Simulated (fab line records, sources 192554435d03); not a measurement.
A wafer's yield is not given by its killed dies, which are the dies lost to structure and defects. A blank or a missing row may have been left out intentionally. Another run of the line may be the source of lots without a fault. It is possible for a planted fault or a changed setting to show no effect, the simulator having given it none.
Struck lot and sound lot, side by side    flow n5 finfet    34 out of 1938 route steps
Sound: the wafers L900.2, L900.3, L900.6. Struck: wafer L910.6; the same lot's L910.2 was not struck, so it is left out; see the end for the cause.
For every step that has rows: the tool of each side, followed by ch and its chambers, followed by its first start. Under that, the readings that differ: sound wafers    struck wafers    difference of the means    sigmas: that difference in standard deviations of wafers without a fault.
alike: same words and numbers on both sides, and readings whose means sit less than 2 such deviations apart. not compared: any withheld reading, any reading some wafer has no value for, any bound like >300 that may hide the same value, and any number with overlapping values for which the record gives no deviation.
A row with sigmas, a row that says differs or no value, or rows on one side alone: a step with any of these is where the two part. Non-overlapping numbers with no deviation appear without sigmas and do not part them. Lack of a reading on every wafer of one side parts them only where that side has two or more wafers.

first, 8 steps without rows for these wafers: N5_BEOL_M5_CMP_52 (polishes, stops on SiCOH lowk, t overpolish 6.9 s, target thk 62 nm); N5_BEOL_M5_PRE_CLEAN_77 (time 15 s); N5_BEOL_M5_CO_CAP_78 (material Co, precursor CCTBA/H2, target thk 2 nm, time 102.1 s); N5_BEOL_M5_PRE_CLEAN_55 (time 15 s); N5_BEOL_M5_DEP_56 (deposits SiCN from 3MS/NH3, target thk 8 nm, time 14 s); N5_BEOL_M6_ILD_DEP_00 (deposits SiCOH lowk from DEMS/porogen, target thk 179.75 nm, time 33.4 s); N5_BEOL_M6_CURE_74 (cures SiCOH lowk, time 240 s); N5_BEOL_M6_PECVD_70 (deposits SiO2 from TEOS/O2, target thk 20 nm, time 22.7 s).
N5_BEOL_M6_HM_DEP_02: deposits TiN, target thk 20 nm.
  sound on pvd sputter-01 at day 9 04:19; struck on pvd sputter-01 at day 11 13:08
reading                                     sound           struck  difference  sigmas
model.TiN_of_BEOL_M6_HM_DEP_02.thk nm (nm)  20.2 20.2 20.4  11      -9          
  alike: throttle valve pct
then, 13 steps without rows for these wafers: N5_BEOL_M6_COAT_59 (time 60 s, resist thk 100 nm); N5_BEOL_M6_COAT_60 (time 60 s, resist thk 35 nm); N5_BEOL_M6_COAT_05 (resist thk 90 nm); N5_BEOL_M6_EBR_07; N5_BEOL_M6_SOFTBAKE_06 (time 60 s); N5_BEOL_M6_EXPOSE_08 (exposes mask M6); N5_BEOL_M6_PEB_09 (peb time 60 s); N5_BEOL_M6_DEVELOP_10 (develop time 30 s); N5_BEOL_M6_DESCUM_16 (chemistry O2, time 7.9 s); N5_BEOL_M6_ETCH_61 (etches SiARC in CF4, target depth 45.5 nm, time 75.8 s); N5_BEOL_M6_ETCH_62 (etches SOC in N2/H2, target depth 110 nm, overetch 22 nm, time 165 s); N5_BEOL_M6_STRIP_68 (strips in N2/H2); N5_BEOL_M6_STRIP_67 (strips in CF4).
N5_BEOL_M6_HM_OPEN_17: chemistry Cl2/BCl3, target TiN, target depth 20 nm, overetch 6 nm.
  sound on rie metal-02 ch 0,1, day 9 05:11; struck on rie metal-01 ch 1, day 11 14:05
reading                   sound              struck  difference  sigmas
oes product au (a.u.)     0.70 0.83 0.71     0.56    -0.19       -2
model.etch.depth nm (nm)  20.19 20.14 20.31  11.02   -9.19       
  alike: bias w, drypump motor current A, throttle valve pct
  not compared: rf hours counter h
then, 10 steps without rows for these wafers: N5_BEOL_M6_STRIP_19 (strips in O2); N5_BEOL_M6_COAT_63 (time 60 s, resist thk 60 nm); N5_BEOL_M6_COAT_64 (time 60 s, resist thk 12 nm); N5_BEOL_M6_COAT_71 (time 60 s, resist thk 5 nm); N5_BEOL_M6_COAT_22 (resist thk 30 nm); N5_BEOL_M6_EBR_24; N5_BEOL_M6_SOFTBAKE_23 (time 60 s); N5_BEOL_M6_EXPOSE_25 (exposes mask V5, target cd 40 nm); N5_BEOL_M6_PEB_26 (peb time 60 s); N5_BEOL_M6_DEVELOP_27 (develop time 30 s).
N5_BEOL_M6_TRENCH_ETCH_37: etches SiCOH lowk in C4F6/O2, target depth 94.435 nm, time 31.5 s.
  sound: rie diel-02 ch 1,2,3; struck: rie diel-02 ch 3
reading                                     sound           struck  difference  sigmas
model.TiN_of_BEOL_M6_HM_DEP_02.thk nm (nm)  17.6 17.6 17.8  8.4     -9.3        
  alike: bias w, drypump motor current A, oes product au, rf vpp V, showerhead plenum p Torr, throttle valve pct
  not compared: rf hours counter h

WHERE THEY PART
At N5_BEOL_M6_HM_OPEN_17 and nowhere else, as far as this record goes. Later steps at which nothing parts them and some readings are alike: N5_BEOL_M6_TRENCH_ETCH_37.

WHY: what the simulator had put in
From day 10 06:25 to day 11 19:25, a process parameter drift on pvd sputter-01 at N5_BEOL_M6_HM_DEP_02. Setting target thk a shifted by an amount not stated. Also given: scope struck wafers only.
